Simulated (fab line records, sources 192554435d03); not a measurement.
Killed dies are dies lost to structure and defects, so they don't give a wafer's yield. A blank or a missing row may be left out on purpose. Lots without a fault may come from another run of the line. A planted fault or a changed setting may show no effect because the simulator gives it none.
fab line records | flow n5_finfet
record lots=11 wafers=30 last_day=18
route steps=1938 shown DUMMY_GATE@221 SD_EPI_N@272 SD_EPI_P@305 PASSIVATION@1936
lots that met no fault: from a run of the same line without faults
start_h: hours from the record's first day to the start of the lot's first wafer shown | wait_h: hours since the lot's step before | " the same as in the row above | L1.1+2: a row that stands for several wafers | - no value, or no start given | * or withheld: withheld | < > ~ a bound
route shown NAME@n: a module of which the file shows steps, and the number in the route of the first | usual: mean/standard deviation of fault-free wafers | same: alike in all rows | chamber/n: place in a boat | sites: the reading at each site | _std_site: their standard deviation | _edge_site: outer sites' mean less inner sites' | radius_mm: how far each site lies from the wafer's centre | mask NAME#n: copy n | behind: the tool/chamber that last shaped the wafer | hold: why the lot was held/for how many hours/how that ended | device: the transistor (n, p or np) that didn't switch | end of line: the same wafers' tests at the end of the route | a step without rows: its recipe alone | killed: dies lost to structure and defects at the first sort, not the wafer's yield | map: a wafer's dies, x killed, . not, _ none there
set.NAME: the setting as run; set.NAME@STEP: as run at that earlier step | model.NAME: the simulator's own value behind a step, which no gauge read
steps of the route over a sample of lots; a table a step, a row a wafer
services: from which hour (start_h, from the record's first day; less than 0 if before it) a tool's chamber was out of use, for how many hours, and why
## steps
# step N5_DUMMY_GATE_PECVD_30
# recipe material=SiO2 target_thk_a=550 temp_c=400 precursor=TEOS/O2 pressure_torr=6.5 rf_w=withheld teos_flow_sccm=withheld gas=O2 flow_sccm=2650 time_s=10.8
# usual chamber_pressure_Torr=6.499/0.014
# columns lot.wafer tool chamber start_h wait_h chamber_pressure_Torr
L503.1 pecvd-03 0 53.10 0.0 6.498
L503.4 " 1 " " 6.493
L503.6 " 2 " " 6.500
L504.3 pecvd-03 1 57.64 0.0 6.473
L504.4 " 0 " " 6.504
L504.5 " 1 " " 6.498
L506.2 pecvd-03 0 71.28 0.0 6.506
L506.4 " 2 " " 6.487
L506.5 " 0 " " 6.496
L508.2 pecvd-03 1 83.73 0.0 6.500
L508.4 " 0 " " 6.499
L508.5 " 2 " " 6.498
L514.3 pecvd-02 2 119.48 0.0 6.497
L514.4 " 1 " " 6.488
L514.6 " 0 " " 6.502
L517.4 pecvd-04 0 136.89 0.1 6.486
L517.5 " 2 " " 6.508
L518.2 pecvd-03 0 143.68 0.0 6.497
L518.3 " 1 " " 6.511
L520.3 pecvd-03 0 154.26 0.0 6.500
L520.4 " 2 " " 6.492
L523.1 pecvd-03 0 171.06 0.0 6.478
L523.4 " 2 " " 6.521
L523.6 " 0 " " 6.481
L524.1 pecvd-03 2 183.66 0.0 6.479
L524.4 " 1 " " 6.484
L524.6 " 2 " " 6.497
L525.2 pecvd-03 1 188.75 0.0 6.490
L525.5 " 0 " " 6.492
L525.6 " 1 " " 6.488
# step N5_DUMMY_GATE_ETCH_42
# recipe chemistry=CHF3/O2 target=SiO2 target_depth_a=35 time_s=31 ion_energy_ev=30 bias_w=12 pressure_mtorr=30 source_w=600 Ar_flow_sccm=200 CHF3_flow_sccm=50 O2_flow_sccm=5
# usual drypump_motor_current_A=5.84/0.29 oes_product_au=0.76/0.078 rf_vpp_V=42.1/1.1 showerhead_plenum_p_Torr=2.38/0.087 throttle_valve_pct=18.86/0.19
# columns lot.wafer tool chamber start_h wait_h drypump_motor_current_A oes_product_au rf_hours_counter_h rf_vpp_V showerhead_plenum_p_Torr throttle_valve_pct
L503.1 rie_diel-04 2 55.45 0.0 6.04 0.71 208 43.2 2.52 19.23
L503.4 " 1 " " 6.19 0.76 126 40.3 2.53 18.63
L503.6 " 3 " " 5.63 0.82 - 40.5 2.26 18.50
L504.3 rie_diel-06 2 59.02 0.0 5.84 0.69 209 43.6 2.48 18.82
L504.4 " 1 " " 6.20 0.68 246 41.6 2.39 19.30
L504.5 " 0 " " 5.45 0.71 - 43.9 2.31 18.86
L506.2 rie_diel-04 2 72.97 0.2 6.07 0.71 213 43.9 2.52 19.24
L506.4 " 1 " " 6.17 0.76 - 41.7 2.52 18.64
L506.5 " 2 " " 6.08 0.70 - 43.2 2.52 19.24
L508.2 rie_diel-06 2 85.22 0.0 5.89 0.69 217 43.9 2.48 18.84
L508.4 " 3 " " 5.98 0.81 - 41.7 2.36 18.91
L508.5 " 2 " " 5.86 0.69 - 43.1 2.48 18.83
L514.3 rie_diel-03 1 121.05 0.0 5.61 0.75 172 43.5 2.30 18.98
L514.4 " 2 " " 6.54 0.70 234 42.3 2.38 18.67
L514.6 " 3 " " 5.52 0.71 - 40.0 2.31 18.78
L517.4 rie_diel-06 3 138.43 0.0 5.94 0.79 113 41.2 2.36 18.94
L517.5 " 3 " " 5.96 0.78 - 41.1 2.36 18.94
L518.2 rie_diel-06 1 145.29 0.2 6.23 0.92 16 41.4 2.38 18.91
L518.3 " 0 " " 5.45 0.70 220 42.2 2.30 18.93
L520.3 rie_diel-06 3 155.64 0.0 5.95 0.78 119 40.3 2.35 18.95
L520.4 " 2 " " 5.91 0.67 238 42.7 2.47 18.87
L523.1 rie_diel-06 0 172.44 0.1 5.45 0.71 227 43.2 2.29 18.95
L523.4 " 3 " " 5.97 0.79 123 41.7 2.35 18.95
L523.6 " 3 " " 6.00 0.78 - 41.3 2.35 18.94
L524.1 rie_diel-03 0 185.41 0.0 5.84 0.89 34 42.8 2.44 18.82
L524.4 " 0 " " 5.83 0.89 - 41.2 2.44 18.81
L524.6 " 1 " " 5.62 0.74 - 42.8 2.29 19.02
L525.2 rie_diel-06 1 190.19 0.0 6.18 0.89 29 41.6 2.38 18.92
L525.5 " 0 " " 5.42 0.70 - 42.0 2.29 18.93
L525.6 " 1 " " 6.21 0.89 - 41.9 2.38 18.91
# step N5_DUMMY_GATE_INSPECT_27
# recipe inspect_instrument=brightfield mode=aei
# usual raw_defect_count=280/78
# columns lot.wafer tool chamber start_h wait_h raw_defect_count
L503.1 defect_inspect-01 - 55.69 0.0 218
L503.4 " - " " 328
L503.6 " - " " 224
L504.3 defect_inspect-02 - 59.26 0.0 213
L504.4 " - " " 202
L504.5 " - " " 317
L506.2 defect_inspect-02 - 73.20 0.0 230
L506.4 " - " " 260
L506.5 " - " " 355
L508.2 defect_inspect-02 - 85.46 0.0 263
L508.4 " - " " 273
L508.5 " - " " 279
L514.3 defect_inspect-02 - 121.29 0.0 245
L514.4 " - " " 292
L514.6 " - " " 254
L517.4 defect_inspect-01 - 138.67 0.0 296
L517.5 " - " " 216
L518.2 defect_inspect-02 - 145.53 0.0 215
L518.3 " - " " 299
L520.3 defect_inspect-02 - 155.87 0.0 220
L520.4 " - " " 328
L523.1 defect_inspect-02 - 172.67 0.0 179
L523.4 " - " " 403
L523.6 " - " " 386
L524.1 defect_inspect-02 - 185.64 0.0 308
L524.4 " - " " 387
L524.6 " - " " 397
L525.2 defect_inspect-01 - 190.42 0.0 279
L525.5 " - " " 372
L525.6 " - " " 302
# step N5_SD_EPI_N_INSPECT_11
# recipe mode=adi inspect_instrument=macro
# usual raw_defect_count=2.2/1.5
# columns lot.wafer tool chamber start_h wait_h raw_defect_count
L503.1 defect_inspect-02 - 58.06 0.0 2
L503.4 " - " " 3
L503.6 " - " " 0
L504.3 defect_inspect-02 - 60.31 0.0 2
L504.4 " - " " 1
L504.5 " - " " 4
L506.2 defect_inspect-02 - 74.36 0.0 21
L506.4 " - " " 1
L506.5 " - " " 29
L508.2 defect_inspect-01 - 87.07 0.0 0
L508.4 " - " " 19
L508.5 " - " " 1
L514.3 defect_inspect-02 - 122.39 0.0 0
L514.4 " - " " 3
L514.6 " - " " 2
L517.4 defect_inspect-02 - 139.61 0.0 2
L517.5 " - " " 6
L518.2 defect_inspect-02 - 146.70 0.0 4
L518.3 " - " " 2
L520.3 defect_inspect-02 - 157.77 0.0 2
L520.4 " - " " 4
L523.1 defect_inspect-01 - 174.88 0.0 2
L523.4 " - " " 2
L523.6 " - " " 1
L524.1 defect_inspect-02 - 187.44 0.0 0
L524.4 " - " " 2
L524.6 " - " " 1
L525.2 defect_inspect-01 - 193.26 0.0 1
L525.5 " - " " 0
L525.6 " - " " 1
# step N5_SD_EPI_N_ETCH_34
# recipe chemistry=CF4 target=SiARC target_depth_a=455 mask_material=CAR-ArF-block time_s=75.8 ion_energy_ev=80 pressure_mtorr=40 source_w=545 bias_w=36 Ar_flow_sccm=100 cf4_flow_sccm=100 ends=cleared
# usual drypump_motor_current_A=5.4/0.43 etch_rf_on_time_s=76/3.6 oes_product_au=0.69/0.06 rf_vpp_V=184.6/1.2 showerhead_plenum_p_Torr=2.18/0.067 throttle_valve_pct=15.55/0.2
# columns lot.wafer tool chamber start_h wait_h drypump_motor_current_A etch_rf_on_time_s oes_product_au rf_hours_counter_h rf_vpp_V showerhead_plenum_p_Torr throttle_valve_pct
L503.1 rie_diel-02 0 58.13 0.0 4.9 75 0.69 115 184.2 2.15 15.44
L503.4 " 1 " " 5.0 82 0.70 59 185.9 2.27 15.48
L503.6 " 0 " " 4.9 74 0.69 - 184.2 2.15 15.46
L504.3 rie_diel-01 0 60.38 0.0 6.0 76 0.62 198 182.5 2.02 15.72
L504.4 " 1 " " 5.7 79 0.56 244 183.7 2.03 16.22
L504.5 " 3 " " 5.7 77 0.69 - 185.1 2.19 15.89
L506.2 rie_diel-02 1 74.43 0.0 5.0 81 0.70 65 185.1 2.27 15.51
L506.4 " 2 " " 6.3 77 0.77 22 187.1 2.27 15.43
L506.5 " 2 " " 6.3 77 0.76 - 185.4 2.27 15.45
L508.2 rie_diel-05 3 87.14 0.0 5.1 75 0.75 47 185.3 2.18 15.60
L508.4 " 1 " " 5.6 75 0.68 102 186.5 2.24 15.16
L508.5 " 2 " " 5.2 79 0.59 - 185.0 2.19 15.56
L514.3 rie_diel-01 3 122.48 0.0 5.7 79 0.67 96 184.0 2.18 15.94
L514.4 " 0 " " 6.1 77 0.60 224 182.5 2.01 15.76
L514.6 " 3 " " 5.7 78 0.67 - 183.6 2.18 15.94
L517.4 rie_diel-02 3 139.79 0.0 5.2 72 0.68 - 183.8 2.16 15.71
L517.5 " 1 " " 5.0 82 0.67 - 186.8 2.26 15.54
L518.2 rie_diel-01 1 147.07 0.0 5.7 77 0.77 14 184.6 2.27 15.72
L518.3 " 0 " " 6.0 78 0.60 231 183.7 2.01 15.80
L520.3 rie_diel-05 3 158.14 0.0 5.1 75 0.73 71 185.4 2.17 15.65
L520.4 " 0 " " 5.3 70 0.79 43 184.9 2.09 15.59
L523.1 rie_diel-02 3 174.95 0.0 5.2 71 0.67 131 184.0 2.15 15.72
L523.4 " 1 " " 5.0 82 0.66 - 183.8 2.26 15.55
L523.6 " 3 " " 5.2 70 0.67 - 183.8 2.15 15.73
L524.1 rie_diel-02 0 187.51 0.0 4.9 76 0.65 154 183.7 2.13 15.52
L524.4 " 1 " " 5.0 82 0.66 - 186.0 2.25 15.57
L524.6 " 0 " " 4.9 75 0.66 - 184.7 2.13 15.51
L525.2 rie_diel-05 3 193.33 0.0 5.1 77 0.71 85 184.8 2.16 15.66
L525.5 " 0 " " 5.4 72 0.76 - 183.3 2.09 15.64
L525.6 " 1 " " 5.6 77 0.65 - 184.7 2.23 15.23
# step N5_SD_EPI_P_INSPECT_11
# recipe mode=adi inspect_instrument=macro
# usual raw_defect_count=1.9/1.4
# columns lot.wafer tool chamber start_h wait_h raw_defect_count
L503.1 defect_inspect-01 - 62.39 0.0 2
L503.4 " - " " 0
L503.6 " - " " 2
L504.3 defect_inspect-02 - 64.63 0.0 2
L504.4 " - " " 2
L504.5 " - " " 1
L506.2 defect_inspect-02 - 80.46 0.0 23
L506.4 " - " " 1
L506.5 " - " " 32
L508.2 defect_inspect-01 - 91.70 0.0 1
L508.4 " - " " 20
L508.5 " - " " 2
L514.3 defect_inspect-01 - 127.97 0.0 1
L514.4 " - " " 1
L514.6 " - " " 2
L517.4 defect_inspect-02 - 144.59 0.0 2
L517.5 " - " " 3
L518.2 defect_inspect-02 - 153.35 0.0 0
L518.3 " - " " 1
L520.3 defect_inspect-01 - 162.38 0.0 5
L520.4 " - " " 1
L523.1 defect_inspect-01 - 179.31 0.0 1
L523.4 " - " " 1
L523.6 " - " " 2
L524.1 defect_inspect-01 - 192.33 0.0 2
L524.4 " - " " 6
L524.6 " - " " 3
L525.2 defect_inspect-02 - 197.88 0.0 1
L525.5 " - " " 1
L525.6 " - " " 1
# step N5_PASSIVATION_PROBE_49
# usual killed_at_M0_to_M3=34/10 killed_at_M4_up=13/5.4 killed_at_contacts=13/6 killed_at_front_end=42/13 killed_at_other=4/3.2 killed_dies=107/18 killed_open=69/14 killed_short=35/7.7
# same gross_dies=1180 killed_at_back_side=0
# columns lot.wafer tool chamber start_h wait_h killed_at_M0_to_M3 killed_at_M4_up killed_at_contacts killed_at_front_end killed_at_other killed_dies killed_open killed_short
L504.3 prober-01 - 287.61 0.1 25 14 15 23 1 78 55 22
L504.4 prober-01 - 287.66 0.2 30 13 17 32 3 95 58 34
L504.5 prober-01 - 287.71 0.2 37 12 13 32 3 97 61 35
L506.2 prober-02 - 294.51 0.1 27 10 18 56 3 114 57 31
L506.4 prober-02 - 294.61 0.2 46 3 3 56 1 109 69 34
L506.5 prober-02 - 294.66 0.2 22 7 15 75 1 120 71 29
L508.2 prober-01 - 304.92 0.1 25 7 22 26 3 83 59 24
L508.4 prober-01 - 305.02 0.2 28 11 17 47 1 104 65 28
L508.5 prober-01 - 305.07 0.2 27 6 10 25 3 71 50 20
L517.4 prober-02 - 357.22 0.2 28 20 3 30 4 85 51 31
L517.5 prober-02 - 357.27 0.2 24 23 6 23 6 82 61 20
L518.2 prober-02 - 374.71 0.1 48 10 11 55 14 138 90 47
L518.3 prober-02 - 374.76 0.1 53 8 8 56 10 135 85 43
L523.1 prober-02 - 400.77 0.0 26 20 13 46 3 108 70 33
L520.3 prober-02 - 407.88 0.1 40 21 17 54 1 133 99 30
L520.4 prober-02 - 407.93 0.2 25 15 11 45 1 97 56 40
L524.1 prober-01 - 424.68 0.0 55 17 8 38 2 120 87 27
# killed by level:class
L504.3 MOL_CONTACT_COAG:geometric_particle:open=13 FIN_SAQP:geometric_particle:short=10 BEOL_M2:geometric_particle:open=8 BEOL_M0_SAQP:geometric_particle:open=5 STI_FIN_REVEAL:geometric_particle:open=4 BEOL_M5:geometric_particle:open=4 ILD0:geometric_particle:open=3 BEOL_M1:geometric_particle:open=3
L504.4 MOL_CONTACT_COAG:geometric_particle:open=11 BEOL_M1:geometric_particle:open=8 BEOL_M2:geometric_particle:open=7 MOL_CONTACT_COAG:geometric_particle:short=6 FIN_SAQP:geometric_particle:short=4 STI_FIN_REVEAL:geometric_particle:open=4 DUMMY_GATE:geometric_particle:open=4 BEOL_M0_SAQP:geometric_particle:short=4
L504.5 BEOL_M1:geometric_particle:open=13 MOL_CONTACT_COAG:geometric_particle:open=11 BEOL_M0_SAQP:geometric_particle:short=10 ILD0:geometric_particle:open=7 ILD0:geometric_particle:short=6 FIN_SAQP:geometric_particle:short=5 BEOL_M0_SAQP:geometric_particle:open=5 BEOL_M1:geometric_particle:short=5
L506.2 DUMMY_GATE:unspecified=16 MOL_CONTACT_COAG:geometric_particle:open=14 BEOL_M2:geometric_particle:open=11 HKMG_FIN:area_etch=8 STI_FIN_REVEAL:geometric_particle:open=7 BEOL_M0_SAQP:geometric_particle:short=5 FIN_SAQP:geometric_particle:open=4 STI_FIN_REVEAL:geometric_particle:short=4
L506.4 FIN_SAQP:geometric_particle:open=18 STI_FIN_REVEAL:geometric_particle:open=13 BEOL_M2:geometric_particle:open=10 FIN_SAQP:geometric_particle:short=7 BEOL_M1:geometric_particle:open=7 BEOL_M2:geometric_particle:short=6 BEOL_M0_SAQP:geometric_particle:short=5 STARTING-WAFER:geometric_particle:short=5
L506.5 FIN_SAQP:geometric_particle:open=25 DUMMY_GATE:unspecified=17 FIN_SAQP:geometric_particle:short=11 MOL_CONTACT_COAG:geometric_particle:open=11 BEOL_M2:geometric_particle:open=10 STI_FIN_REVEAL:geometric_particle:open=5 GATE_CUT:geometric_particle:short=4 BEOL_M1:geometric_particle:open=4
L508.2 MOL_CONTACT_COAG:geometric_particle:open=18 STI_FIN_REVEAL:geometric_particle:open=9 BEOL_M0:geometric_particle:open=6 GATE_CUT:geometric_particle:short=5 BEOL_M0_SAQP:geometric_particle:short=5 MOL_CONTACT_COAG:geometric_particle:short=4 BEOL_M1:geometric_particle:open=4 BEOL_M3:geometric_particle:open=4
L508.4 MOL_CONTACT_COAG:geometric_particle:open=16 FIN_SAQP:geometric_particle:short=11 DUMMY_GATE:unspecified=10 BEOL_M1:geometric_particle:open=10 FIN_SAQP:geometric_particle:open=8 BEOL_M4:geometric_particle:open=7 BEOL_M0_SAQP:geometric_particle:open=6 STI_FIN_REVEAL:geometric_particle:open=4
L508.5 MOL_CONTACT_COAG:geometric_particle:open=8 STI_FIN_REVEAL:geometric_particle:open=7 BEOL_M2:geometric_particle:open=6 GATE_CUT:geometric_particle:short=4 BEOL_M0_SAQP:geometric_particle:open=4 BEOL_M0_SAQP:geometric_particle:short=4 BEOL_M1:geometric_particle:open=4 BEOL_M3:geometric_particle:open=4
L517.4 BEOL_M4:geometric_particle:open=7 BEOL_M0_SAQP:geometric_particle:short=6 BEOL_M0_SAQP:geometric_particle:open=5 BEOL_M3:geometric_particle:open=5 BEOL_M5:geometric_particle:open=5 DUMMY_GATE:geometric_particle:open=4 ILD0:geometric_particle:short=4 GATE_CUT:geometric_particle:short=4
L517.5 BEOL_M2:geometric_particle:open=8 BEOL_M5:geometric_particle:open=6 STI_FIN_REVEAL:geometric_particle:open=6 FIN_SAQP:geometric_particle:short=5 MOL_CONTACT_COAG:geometric_particle:open=5 BEOL_M8:geometric_particle:open=5 BEOL_M1:geometric_particle:open=4 BEOL_M4:geometric_particle:open=4
L518.2 FIN_SAQP:geometric_particle:open=22 BEOL_M0_SAQP:geometric_particle:open=13 BEOL_M0_SAQP:geometric_particle:short=11 BEOL_M3:geometric_particle:open=10 STI_FIN_REVEAL:geometric_particle:open=8 MOL_CONTACT_COAG:geometric_particle:open=8 GATE_CUT:geometric_particle:short=6 GATE_CUT:geometric_particle:open=5
L518.3 STI_FIN_REVEAL:geometric_particle:open=18 BEOL_M0_SAQP:geometric_particle:short=17 BEOL_M0_SAQP:geometric_particle:open=11 STI_FIN_REVEAL:geometric_particle:short=9 DUMMY_GATE:geometric_particle:open=9 BEOL_M3:geometric_particle:open=9 MOL_CONTACT_COAG:geometric_particle:open=7 HKMG_FIN:area_etch=6
L523.1 STI_FIN_REVEAL:geometric_particle:open=20 MOL_CONTACT_COAG:geometric_particle:open=9 BEOL_M4:geometric_particle:open=8 BEOL_M2:geometric_particle:open=8 STI_FIN_REVEAL:geometric_particle:short=6 FIN_SAQP:geometric_particle:open=4 BEOL_M0_SAQP:geometric_particle:open=4 MOL_CONTACT_COAG:geometric_particle:short=4
L520.3 STI_FIN_REVEAL:geometric_particle:open=17 BEOL_M0_SAQP:geometric_particle:open=15 MOL_CONTACT_COAG:geometric_particle:open=13 FIN_SAQP:geometric_particle:open=12 BEOL_M0_SAQP:geometric_particle:short=9 BEOL_M7:geometric_particle:open=7 FIN_SAQP:geometric_particle:short=6 BEOL_M3:geometric_particle:open=6
L520.4 MOL_CONTACT_COAG:geometric_particle:open=10 BEOL_M2:geometric_particle:short=8 DUMMY_GATE:geometric_particle:open=7 FIN_SAQP:geometric_particle:short=5 FIN_SAQP:geometric_particle:open=5 STARTING-WAFER:geometric_particle:short=5 STI_FIN_REVEAL:geometric_particle:open=5 BEOL_M0_SAQP:geometric_particle:short=5
L524.1 BEOL_M2:geometric_particle:open=18 BEOL_M0_SAQP:geometric_particle:open=10 FIN_SAQP:geometric_particle:open=8 BEOL_M4:geometric_particle:open=8 MOL_CONTACT_COAG:geometric_particle:open=7 BEOL_M1:geometric_particle:open=7 STI_FIN_REVEAL:geometric_particle:open=6 BEOL_M0_SAQP:geometric_particle:short=5
## services
# columns tool chamber start_h hours kind
rie_diel-05 0 53.76 11.6 repair
pecvd-02 - 66.27 2.8 pm
rie_diel-04 0 66.29 10.2 repair
rie_diel-06 1 72.52 - clean
rie_diel-06 1 72.52 - consumable_replace:focus_ring
rie_diel-06 1 72.52 16.0 scheduled_down
rie_diel-04 2 90.08 1.8 repair
rie_diel-03 3 92.22 7.2 repair
rie_diel-05 - 112.03 4.3 pm
rie_diel-02 2 136.70 8.8 repair
rie_diel-04 - 136.74 2.8 pm
pecvd-04 - 139.50 0.5 repair
pecvd-02 - 140.79 14.6 pm
rie_diel-02 - 154.74 14.6 pm
rie_diel-04 2 157.46 2.1 repair
rie_diel-05 2 159.38 5.2 repair
pecvd-03 2 165.01 2.1 scheduled_down
pecvd-02 2 166.02 23.7 repair
rie_diel-02 1 170.92 3.2 repair
pecvd-03 0 175.21 5.5 scheduled_down
rie_diel-06 2 178.37 10.6 repair
pecvd-04 - 182.39 1.5 repair
pecvd-04 1 188.20 4.6 repair
pecvd-03 1 189.02 5.5 scheduled_down
## key
first_sign step=N5_SD_EPI_N_INSPECT_11 reading=raw_defect_count direction=up sigmas=14 usual=2.2 struck=23
effect step=N5_SD_EPI_P_INSPECT_11 reading=raw_defect_count direction=up sigmas=17 usual=1.9 struck=25
met_at N5_DUMMY_GATE_PECVD_30
struck_lots L506,L508
struck_wafers L506.2,L506.5,L508.4
tester_left_out L506,L508
not_acting_at N5_DUMMY_GATE_ETCH_42,N5_DUMMY_GATE_INSPECT_27,N5_SD_EPI_N_ETCH_34
onset_between 57.64 71.28
fault kind=chamber_particle_source tool=pecvd-03 chamber=0 onset_h=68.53 steps=N5_DUMMY_GATE_PECVD_30 rate_per_visit_cm2=0.035646 end_h=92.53
# tester_left_out: of these lots the tester's yield and bins aren't shown, on N5 and GAA mostly nor the transistor test; their killed dies are dies lost to structure and defects alone, not to doping, threshold or leakage, so they don't give the yield
